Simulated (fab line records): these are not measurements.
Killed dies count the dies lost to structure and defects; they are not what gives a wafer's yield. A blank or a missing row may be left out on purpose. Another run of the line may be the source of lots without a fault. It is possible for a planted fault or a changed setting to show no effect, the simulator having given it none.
Chamber matching -- flow n5 finfet -- 4 sister chambers for N5_BEOL_M10_ETCH_65 on rie diel-05
The step etches SiARC in CF4, target depth 39 nm, time 65 s. 16 wafers are shown with their chamber, then 8 later ones without.

## WAFERS WITH THEIR CHAMBER
wafer,chamber,showerhead plenum p Torr (Torr),drypump motor current A (A),throttle valve pct (%)
L074.2,0,2.04,6.5,15.62
L074.3,1,2.19,5.1,15.56
L074.6,1,2.19,5.1,15.57
L079.3,2,2.26,5.2,15.25
L079.4,0,2.04,6.5,15.66
L079.6,1,2.19,5.1,15.59
L081.2,1,2.18,5.1,15.60
L081.4,2,2.26,5.2,15.25
L081.5,1,2.18,5.1,15.60
L089.1,3,2.18,5.6,15.54
L089.2,0,2.03,6.5,15.69
L089.3,1,2.18,5.2,15.64
L086.3,0,2.03,6.5,15.69
L086.4,3,2.18,5.6,15.54
L086.6,0,2.03,6.4,15.71
L090.3,2,2.26,5.2,15.30

SIGNATURES, as means of the wafers listed above
reading,chamber 0,chamber 1,chamber 2,chamber 3,scatter within a chamber
showerhead plenum p Torr,2.0340,2.1850,2.2600,2.1800,0.00474
drypump motor current A,6.480,5.117,5.200,5.600,0.0369
throttle valve pct,15.6740,15.5933,15.2667,15.5400,0.0296
Rule: a wafer's distance from a chamber is the root of the sum, over the readings, of the square of ((its reading less the chamber's mean) divided by the reading's scatter). The wafer belongs to the nearest chamber; if the next one is less than 2 further off, it can't be placed. The scatter is the square root of a quotient: the sum, over the shown wafers, of each reading's squared deviation from its chamber's mean, divided by wafers minus chambers.

## WAFERS MISSING THEIR CHAMBER
wafer,showerhead plenum p Torr (Torr),drypump motor current A (A),throttle valve pct (%)
L090.4,2.03,6.5,15.69
L090.6,2.18,5.5,15.54
L095.2,2.02,6.4,15.75
L095.3,2.17,5.2,15.67
L095.4,2.17,5.2,15.68
L097.1,2.02,6.4,15.74
L097.2,2.25,5.2,15.34
L097.3,2.17,5.1,15.67

## WHICH CHAMBER EACH WENT THROUGH
wafer,from the rows above,in truth
L090.4,0,0
L090.6,3,3
L095.2,0,0
L095.3,1,1
L095.4,1,1
L097.1,0,0
L097.2,2,2
L097.3,1,1
Placed correctly: 8 of 8. Not placeable from these rows: 0. Wrongly placed: 0.
